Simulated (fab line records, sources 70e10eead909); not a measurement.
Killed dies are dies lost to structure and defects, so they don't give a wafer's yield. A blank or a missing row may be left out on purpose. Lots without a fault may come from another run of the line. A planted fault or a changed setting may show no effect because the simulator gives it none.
Which tool did it? | flow nand_harc | 13 lots, 39 wafers sampled, at 1 step of a route of 1302

WHAT THE GAUGES READ, wafer by wafer
NHARC_A_CONTACT_INSPECT_44. Usual: raw_defect_count 82, standard deviation 39.
lot  | measured     | on                | raw_defect_count | flag
L201 | day 21 14:19 | defect_inspect-02 | 24 17 15         |
L202 | day 21 19:37 | defect_inspect-01 | 138 96 95        |
L205 | day 22 10:53 | defect_inspect-01 | 15 14 18         |
L203 | day 22 12:21 | defect_inspect-01 | 71 75 65         |
L206 | day 23 03:18 | defect_inspect-02 | 108 95 113       |
L210 | day 25 13:01 | defect_inspect-01 | 129 127 114      |
L211 | day 25 13:13 | defect_inspect-02 | 14 19 21         |
L213 | day 26 08:18 | defect_inspect-02 | 132 136 148      |
L212 | day 26 09:02 | defect_inspect-02 | 29 20 31         |
L214 | day 27 15:13 | defect_inspect-02 | 70 60 73         |
L221 | day 30 05:47 | defect_inspect-01 | 108 123 120      |
L222 | day 30 16:26 | defect_inspect-02 | 102 79 96        |
L223 | day 31 17:54 | defect_inspect-01 | 15 17 12         |

WHICH TOOL RAN EACH LOT (tool, then ch and the chambers of the sampled wafers, then the start)
The record holds no process step before these readings.

WHAT THE TOOLS THEMSELVES READ (means of the sampled wafers that have a number; where no wafer has one, the mark that the record gives instead)
The record holds no such reading with a usual standard deviation.

THE ANSWER, worked out from the rows above alone
Rule: a lot is off if the mean of its wafers that have a number lies more than 3 standard deviations from the usual mean. A lot without any number at a reading at which 4 lots or more have one is off too. The other lots that the step has rows for count as sound. The gauges are gone through in route order, then the tools' own readings, and for those a lot's mean is taken as printed above. The first step at which some lot is off is used, and at that step the reading that is off furthest; a lot without a number counts as furthest.
No lot is off at any reading shown: from this, nothing can be told.

WHAT THE SIMULATOR HAD PUT IN
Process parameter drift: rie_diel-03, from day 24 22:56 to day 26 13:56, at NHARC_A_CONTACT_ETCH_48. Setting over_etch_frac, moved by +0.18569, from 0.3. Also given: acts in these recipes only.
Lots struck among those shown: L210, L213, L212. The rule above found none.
